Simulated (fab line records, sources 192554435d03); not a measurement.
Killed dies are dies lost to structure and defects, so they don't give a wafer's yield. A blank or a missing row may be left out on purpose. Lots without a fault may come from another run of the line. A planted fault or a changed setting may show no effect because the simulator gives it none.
Chamber matching | flow n5_finfet | N5_BEOL_M0_SAQP_SPACER1_ETCHBACK_99 on rie_diel-02: 4 sister chambers
The step etches SiO2 in CHF3/O2, target depth 15.4 nm, time 7.7 s. 4 wafers are shown with their chamber, then 7 later ones without.

WAFERS WITH THEIR CHAMBER
wafer  | chamber | throttle_valve_pct (%)
L082.4 | 0       | 18.47
L085.1 | 2       | 19.27
L086.2 | 1       | 19.37
L086.5 | 3       | 18.62

WAFERS WITHOUT THEIR CHAMBER
wafer  | throttle_valve_pct (%)
L086.6 | 18.48
L090.1 | 18.63
L090.3 | 19.37
L090.5 | 19.39
L094.2 | 18.65
L094.3 | 19.40
L094.5 | 18.64

WHICH CHAMBER EACH WENT THROUGH
wafer  | from the rows above | in truth
L086.6 | 0                   | 0
L090.1 | 3                   | 3
L090.3 | 1                   | 1
L090.5 | 1                   | 1
L094.2 | 3                   | 3
L094.3 | 1                   | 1
L094.5 | 3                   | 3
Placed correctly: 7 of 7. Can't be placed from these rows: 0. Placed wrongly: 0.
How it was worked out, from the rows above alone: a wafer's distance from a chamber is the root of the sum, over the readings, of the square of ((its reading less the chamber's mean) divided by the reading's scatter). The wafer belongs to the nearest chamber; if the next one is less than 2 further off, it can't be placed. A chamber's mean is the mean of its shown wafers. The scatter: with one shown wafer a chamber, the root of the mean of the squares of how far each hidden wafer lies from its nearest shown one.
